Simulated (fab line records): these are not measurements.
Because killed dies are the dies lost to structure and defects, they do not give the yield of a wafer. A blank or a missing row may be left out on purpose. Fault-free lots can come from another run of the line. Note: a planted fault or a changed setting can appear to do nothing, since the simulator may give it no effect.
What tool caused it? :: flow n5 finfet :: 7 lots with 21 wafers sampled at 2 steps, on a route of 1938 steps

== WHAT EACH GAUGE READ, for each wafer ==
N5_BEOL_M8_CD_MEAS_11: target cd 38.5 nm.
lot: L944
measured: day 10 11:53
on: cd sem-02
cd nm (nm): 39.2 38.4 39.1

lot: L946
measured: day 10 16:18
on: cd sem-02
cd nm (nm): 39.0 38.9 39.2

lot: L951
measured: day 12 09:10
on: cd sem-02
cd nm (nm): 43.0 42.7 42.4

lot: L953
measured: day 12 14:01
on: cd sem-01
cd nm (nm): 42.0 42.0 42.0

lot: L952
measured: day 12 14:26
on: cd sem-02
cd nm (nm): 39.0 38.9 39.1

lot: L960
measured: day 14 05:33
on: cd sem-01
cd nm (nm): 37.8 38.6 38.5

lot: L962
measured: day 15 02:20
on: cd sem-03
cd nm (nm): 38.4 39.2 38.4

== TOOL THAT RAN EACH LOT (tool first, then ch and the chambers of the sampled wafers, then the start) ==
lot: L944
N5_BEOL_M8_EXPOSE_08: arfi scanner-01 ch 0, day 10 11:46

lot: L946
N5_BEOL_M8_EXPOSE_08: arfi scanner-01 ch 0, day 10 16:11

lot: L951
N5_BEOL_M8_EXPOSE_08: arfi scanner-01 ch 0, day 12 09:02

lot: L953
N5_BEOL_M8_EXPOSE_08: arfi scanner-01 ch 0, day 12 13:54

lot: L952
N5_BEOL_M8_EXPOSE_08: arfi scanner-03 ch 0, day 12 14:19

lot: L960
N5_BEOL_M8_EXPOSE_08: arfi scanner-02 ch 0, day 14 05:25

lot: L962
N5_BEOL_M8_EXPOSE_08: arfi scanner-03 ch 0, day 15 02:12
- N5_BEOL_M8_EXPOSE_08: exposes mask M8.

== THE ANSWER, worked out from the rows above alone ==
Rule: the lots themselves supply what counts as usual. The widest of any qualifying gaps counts: lots, ordered by their means at a reading, are off when they make up no more than a third of the lots, leave a main group of 4 or more, and stand apart from it by 3 or more times the standard deviation of that group's means. A main group whose means are all the same, to the digits that the tables above print for the reading, isn't used. A lot without any number at a reading at which 4 lots or more have one is off too. Any other lot the step has rows for is counted as sound.
Off: L951, L953, at N5_BEOL_M8_CD_MEAS_11 (cd nm). The main group has a mean of 38.8 nm with a standard deviation of 0.27.
A tool fits if, at a process step before that reading, it ran every lot that is off, and no sound lot after the first of them. Those tools and the gauges at N5_BEOL_M8_CD_MEAS_11 are tried in the same way. One fits: arfi scanner-01 at N5_BEOL_M8_EXPOSE_08. A fault onset in the window from L946 (day 10 16:11, its last sound lot) to L951 (day 12 09:02, its first lot off) fits.

== WHAT THE SIMULATOR PUT IN ==
Process parameters drifting: arfi scanner-01 at N5_BEOL_M8_EXPOSE_08, beginning at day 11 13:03. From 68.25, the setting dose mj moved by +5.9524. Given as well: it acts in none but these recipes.
Shown lots that were struck: L951, L953. This agrees with what the rule above found.
